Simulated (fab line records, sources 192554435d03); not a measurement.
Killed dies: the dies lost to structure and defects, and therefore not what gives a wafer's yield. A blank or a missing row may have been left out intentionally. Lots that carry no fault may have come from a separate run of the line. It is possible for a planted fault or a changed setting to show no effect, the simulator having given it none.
Split-lot study -- flow n5 finfet -- on a route of 1938 steps: 7 lots, 21 wafers read

== THE SPLIT ==
At N5_ZERO_LAYER_EXPOSE_08 (exposes mask ZERO, defocus 0 nm, target cd 2000 nm), the setting dose mj was moved away from the recipe's 16.2 on 7 of the 21 wafers read, by -7.3% to +7.4%. For the rest of the wafers, this setting stayed at what the recipe calls for.

== FROM THE SPLIT TO THE READING: what the file shows between them, 2 steps ==
- N5_ZERO_LAYER_DEVELOP_10: develop time 60 s (also split here: develop time s)
- N5_ZERO_LAYER_HARDBAKE_23: time 120 s

== THE READING ==
cd nm, in nm, at N5_ZERO_LAYER_CD_MEAS_11 (target cd 2000 nm). Typical for fault-free wafers on this fab line: 2000.3 nm, with standard deviation 1.3 nm.

wafer,"tool, chamber at the split",dose mj as run,against the recipe,"cd nm, nm",against lot-mates on the recipe
L075.4,"krf scanner-01, 0",16.86,+4.1%,2009.3,+5.9
L075.5,"krf scanner-01, 0",16.86,+4.1%,2009.2,+5.8
L075.6,"krf scanner-01, 0",16.2,recipe,2003.4,-
L080.2,"krf scanner-02, 0",16.2,recipe,2000.7,-
L080.4,"krf scanner-02, 0",15.02,-7.3%,1988.7,-12.0
L080.6,"krf scanner-02, 0",15.02,-7.3%,1988.4,-12.3
L087.1,"krf scanner-02, 0",16.2,recipe,1998.6,-
L087.2,"krf scanner-02, 0",16.2,recipe,2000.0,-
L087.5,"krf scanner-02, 0",17.15,+5.9%,2012.7,+13.4
L091.1,"krf scanner-02, 0",16.2,recipe,1997.9,-
L091.3,"krf scanner-02, 0",16.2,recipe,1997.3,-
L091.5,"krf scanner-02, 0",17.4,+7.4%,2014.4,+16.8
L092.2,"krf scanner-01, 0",16.2,recipe,1997.7,-
L092.3,"krf scanner-01, 0",16.51,+1.9%,2003.9,+3.7
L092.4,"krf scanner-01, 0",16.2,recipe,2002.8,-
L095.1,"krf scanner-02, 0",16.2,recipe,2000.3,-
L095.4,"krf scanner-02, 0",16.2,recipe,1998.8,-
L095.6,"krf scanner-02, 0",16.2,recipe,1997.5,-
L096.1,"krf scanner-02, 0",16.2,recipe,2000.2,-
L096.2,"krf scanner-02, 0",16.2,recipe,1998.6,-
L096.5,"krf scanner-02, 0",16.2,recipe,2000.5,-

THE FIT
A straight line over all 21 wafers: cd nm changes by +1.85 nm for each +1% of dose mj; r = +0.96; the points scatter about the line by 1.9 nm.
The same after taking each lot's own level away (the mean of its wafers on the recipe; 21 wafers): +1.86 nm for each +1%; r = +0.97; scatter 1.5 nm.
On that fit, the largest move of dose mj shifts the reading by 14 nm.
From 1997.60 to 2003.40 nm: that is the span of the lots' own levels, equal to 4.5 times the standard deviation above.
The two slopes agree, so the slope changes little with the lot-to-lot level.
Check: for one of the wafers moved furthest among these (+7.4%), held out of the fit, the line's prediction against its lot-mates is +13.1 nm. It came out at +16.8 nm against them.

== OTHER SPLITS ON THESE WAFERS ==
Note: prior to the reading, these wafers also went through further splits. Each is held against what the fit with the lots' levels taken away leaves over:
other split on the same wafers,wafers away from the commonest value,r with cd nm (lot level and that fit taken away)
N5_ZERO_LAYER_PECVD_02 time s,8,-0.12
N5_ZERO_LAYER_COAT_05 spin rpm,5,+0.36
N5_ZERO_LAYER_DEVELOP_10 develop time s,8,+0.40

== THE WHOLE CHAIN: every reading that the file lists as answering this split, in the file's order ==
step,what it does,reading,change (the file's fit),r (the file's)
N5_ZERO_LAYER_CD_MEAS_11,target cd 2000 nm,cd nm,+1.98 nm for each +1% of the setting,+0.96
N5_ZERO_LAYER_DESCUM_16,"chemistry O2, time 7.9 s","ZERO_LAYER.cd nm (the simulator's own value, which no gauge read)",+1.96 nm for each +1% of the setting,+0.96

== FILE'S OWN FIT ==
cd nm changes by +1.98 nm for each +1% of dose mj, r = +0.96.
